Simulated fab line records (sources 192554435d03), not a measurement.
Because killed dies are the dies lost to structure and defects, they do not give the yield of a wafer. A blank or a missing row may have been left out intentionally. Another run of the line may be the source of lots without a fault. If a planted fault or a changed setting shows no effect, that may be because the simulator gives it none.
Matching of chambers -- flow n5_finfet -- 4 sister chambers for N5_BEOL_M0_ETCH_109 on rie_diel-04
The step etches SiCN in CH3F/O2, target depth 8 nm, overetch 2.4 nm, time 27.4 s. 4 wafers are shown with their chamber, then 7 later ones without.

## EACH WAFER AND ITS CHAMBER
wafer,chamber,drypump_motor_current_A (A)
L080.3,0,6.4
L080.5,2,5.5
L085.2,3,6.4
L085.3,1,5.3

## WAFERS WHOSE CHAMBER IS MISSING
wafer,drypump_motor_current_A (A)
L085.6,5.3
L086.1,6.4
L086.4,5.3
L086.6,6.4
L088.2,6.4
L088.4,5.4
L088.5,5.4

## CHAMBER TAKEN BY EACH
wafer,from the rows above,in truth
L085.6,1,1
L086.1,can't be placed: 0 or 3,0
L086.4,1,1
L086.6,can't be placed: 0 or 3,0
L088.2,can't be placed: 0 or 3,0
L088.4,can't be placed: 2 or 1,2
L088.5,can't be placed: 2 or 1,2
2 of 7 placed correctly. Unplaceable from these rows: 5, with the true chamber sitting among the candidates in 5. Wrongly placed: 0.
How it was worked out, from the rows above alone: a wafer's distance from a chamber is the root of the sum, over the readings, of the square of ((its reading less the chamber's mean) divided by the reading's scatter). If the next closest chamber is less than 2 further off than the closest, the wafer can't be placed; otherwise it belongs to the closest. For every chamber, the mean is computed from those of its wafers that are shown. The scatter: with one shown wafer a chamber, the root of the mean of the squares of how far each hidden wafer lies from its nearest shown one.
